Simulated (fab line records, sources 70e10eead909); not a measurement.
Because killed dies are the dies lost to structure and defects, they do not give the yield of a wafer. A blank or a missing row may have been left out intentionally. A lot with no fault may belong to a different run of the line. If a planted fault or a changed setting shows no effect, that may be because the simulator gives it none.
A struck lot beside a sound one || flow nandHarc || 17 out of 1302 route steps
Sound: the wafers L298.1, L298.4, L298.6. The struck wafers were L307.1, L307.2, L307.5. Last of all comes the cause.
Each step with rows lists, per side, the tool, then ch with its chambers, then its first start. Under that, the readings that differ: sound wafers || struck wafers || difference of the means || sigmas: that difference in standard deviations of wafers without a fault.
alike: readings with means less than 2 such deviations apart, plus words and numbers identical on both sides. not compared: withheld readings, readings lacking a value on some wafer, bounds such as >300 that could conceal the same value, and numbers that have no deviation in the record and whose values overlap.
A row with sigmas, a row that says differs or no value, or rows on one side alone: a step with any of these is where the two part. When numbers do not overlap yet have no deviation, they are printed without sigmas and do not part them. A reading that every wafer of one side lacks parts them only if that side has two wafers or more.

NHARC_A_ONON_D1_THK_MEAS_34: measures by ellipsometry.
  sound: filmMetro-01 at day 9 18:03; struck: filmMetro-02 at day 14 10:59
  alike: thkNm
NHARC_A_ONON_D1_INSPECT_32:
  sound: defectInspect-02 at day 9 18:08; struck: defectInspect-01 at day 14 11:03
  alike: rawDefectCount
NHARC_A_CHANNEL_HOLE_D1_DEP_00: deposits aC, target thk 3100 nm.
  sound on aclDep-02 ch 0, day 9 18:12; struck on aclDep-03 ch 0, day 14 11:07
  alike: throttleValvePct
NHARC_A_CHANNEL_HOLE_D1_DEP_01: deposits SiON, target thk 140 nm.
  sound on pecvd-01 ch 0,1,2, day 9 20:09; struck on pecvd-01 ch 1,2, day 14 13:02
  alike: heaterPowerW
then, 7 steps without rows for these wafers: NHARC_A_CHANNEL_HOLE_D1_DEHYDRATE_02 (time 120 s); NHARC_A_CHANNEL_HOLE_D1_HMDS_03 (time 30 s); NHARC_A_CHANNEL_HOLE_D1_COAT_36 (time 75 s); NHARC_A_CHANNEL_HOLE_D1_COAT_37 (time 65 s); NHARC_A_CHANNEL_HOLE_D1_COAT_04 (resist thk 90 nm); NHARC_A_CHANNEL_HOLE_D1_SOFTBAKE_05 (time 55 s); NHARC_A_CHANNEL_HOLE_D1_EBR_06.
NHARC_A_CHANNEL_HOLE_D1_EXPOSE_07: exposes mask HOLE D1, target cd 100 nm.
  sound on arfiScanner-02 ch 0, day 9 20:35; struck on arfiScanner-03 ch 0, day 14 13:39
{"reading": "model.A_CHANNEL_HOLE_D1.overlayXNm (nm)", "sound": "0.3523 0.3523 0.3523", "struck": "3.76 3.76 3.76", "difference": "+3.41", "sigmas": ""}
  alike: mask
then, 2 steps without rows for these wafers: NHARC_A_CHANNEL_HOLE_D1_PEB_08 (peb time 65 s); NHARC_A_CHANNEL_HOLE_D1_DEVELOP_09 (develop time 35 s).
NHARC_A_CHANNEL_HOLE_D1_CD_MEAS_10: the cd target is 100 nm.
  sound on cdSem-03 ch 0, day 9 20:43; struck on cdSem-02 ch 0, day 14 13:47
  alike: cdNm
NHARC_A_CHANNEL_HOLE_D1_OVL_MEAS_11:
  sound: overlay-02 at day 9 20:49; struck: overlay-01 at day 14 13:52
{"reading": "overlayXNm (nm)", "sound": "0.4 0.6 0.2", "struck": "3.4 3.6 3.5", "difference": "+3.1", "sigmas": "+5"}
  alike: overlayYNm
NHARC_A_CHANNEL_HOLE_D1_INSPECT_12:
  sound: defectInspect-02 at day 9 20:50; struck: defectInspect-01 at day 14 13:55
  alike: rawDefectCount

== WHERE THEY PART ==
Only at NHARC_A_CHANNEL_HOLE_D1_OVL_MEAS_11, as far as this record shows. Later steps at which nothing parts them and some readings are alike: NHARC_A_CHANNEL_HOLE_D1_INSPECT_12.

WHY: whatever the simulator had introduced
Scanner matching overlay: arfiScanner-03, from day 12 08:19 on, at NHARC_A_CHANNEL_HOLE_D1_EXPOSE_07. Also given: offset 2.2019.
